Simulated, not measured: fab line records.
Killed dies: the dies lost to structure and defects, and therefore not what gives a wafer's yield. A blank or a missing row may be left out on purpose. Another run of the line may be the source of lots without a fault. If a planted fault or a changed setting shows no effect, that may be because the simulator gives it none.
8D (eight disciplines) problem report, filled in by code :: flow nand harc :: the parts of the form that need people (team, actions taken, sign-off) are left out

1. WHAT IS WRONG
Wafers without a fault read 1002 nm, standard deviation 8.8; thk nm at NHARC_A_ONON_D1_THK_MEAS_24 reads a mean of 1766 nm on 6 wafers belonging to 2 lots. Measured from the usual mean, that is +87 standard deviations.
The step: measures by ellipsometry.
Seen first at day 13 07:02 on film metro-01, wafer L532.3. At this step, 42 wafers from 14 lots have a number in the record. The rule behind "out" and "out of limits": a value lying over 4 standard deviations away from the usual mean. The rest of the wafers with a number are treated as sound.

2. WHAT IT IS AND WHAT IT IS NOT
question: which readings at this step
is: thk nm
is not: -

question: which lots
is: L532, L534
is not: L512, L513, L514, L515, L516, L517, L518, L519, L522, L524, L525, L529

question: which wafers of those lots
is: all that have a number
is not: -

question: read on which gauges
is: film metro-01, film metro-02
is not: -

question: when
is: from day 13 07:02
is not: up to then (36 sound wafers)

3. SUSPECTS, AND WHAT RULES EACH OUT
Counting: a tool stays on the suspect list if, at a process step up to the reading, it processed all lots that are out and no sound lot following the first of them.
- the gauge at NHARC_A_ONON_D1_THK_MEAS_24: ruled out. The wafers that are out were read on 2 gauges (film metro-01, film metro-02).
- pecvd onon-04 at NHARC_A_ONON_D1_DEP_22 (target thk 1000 nm): kept. It ran every lot that is out, first L532 (day 13 06:38), and no sound lot after that; its last sound lot up to then is L519 (day 9 14:55).
Left after counting: pecvd onon-04 at NHARC_A_ONON_D1_DEP_22.

4. THE CAUSE (what the simulator had put in)
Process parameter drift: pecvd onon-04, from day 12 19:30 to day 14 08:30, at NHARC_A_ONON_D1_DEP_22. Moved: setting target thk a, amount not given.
The count eliminated every tool but this one.

5. THE EFFECT CHAIN, in route order
Each row: a reading whose mean over the struck wafers that have a number lies more than 3 standard deviations from the usual. Readings are gone through only where the record gives a usual standard deviation; hours: the median, over the lots, of the time from a lot's start at the first step in this table giving one to that lot's start at this step; sigmas: the change measured in usual standard deviations.
hours: 0
step: NHARC_A_ONON_D1_THK_MEAS_24
reading: thk nm
usual: 1002 nm
on struck wafers: 1766
change: +764
sigmas: +87

hours: 282
step: NHARC_END_SORT_01
reading: killed at array
usual: 28
on struck wafers: 672
change: +644
sigmas: +75

hours: 282
step: NHARC_END_SORT_01
reading: killed dies
usual: 32
on struck wafers: 677
change: +645
sigmas: +74

6. HOW IT WOULD HAVE BEEN CAUGHT EARLIER
The first out-of-limits reading at a measuring or inspecting step in this record came at day 13 07:02, 12 hours after the fault's start at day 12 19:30.
An alarm limit of 4 standard deviations would not have fired on the tool readings at NHARC_A_ONON_D1_DEP_22 for which the record gives a usual standard deviation, since none of them was out on any struck wafer.
Among the 2 lots that are out, L534 began NHARC_A_ONON_D1_DEP_22 on pecvd onon-04 after day 13 07:02. Putting the tool on hold at that point would have spared it.
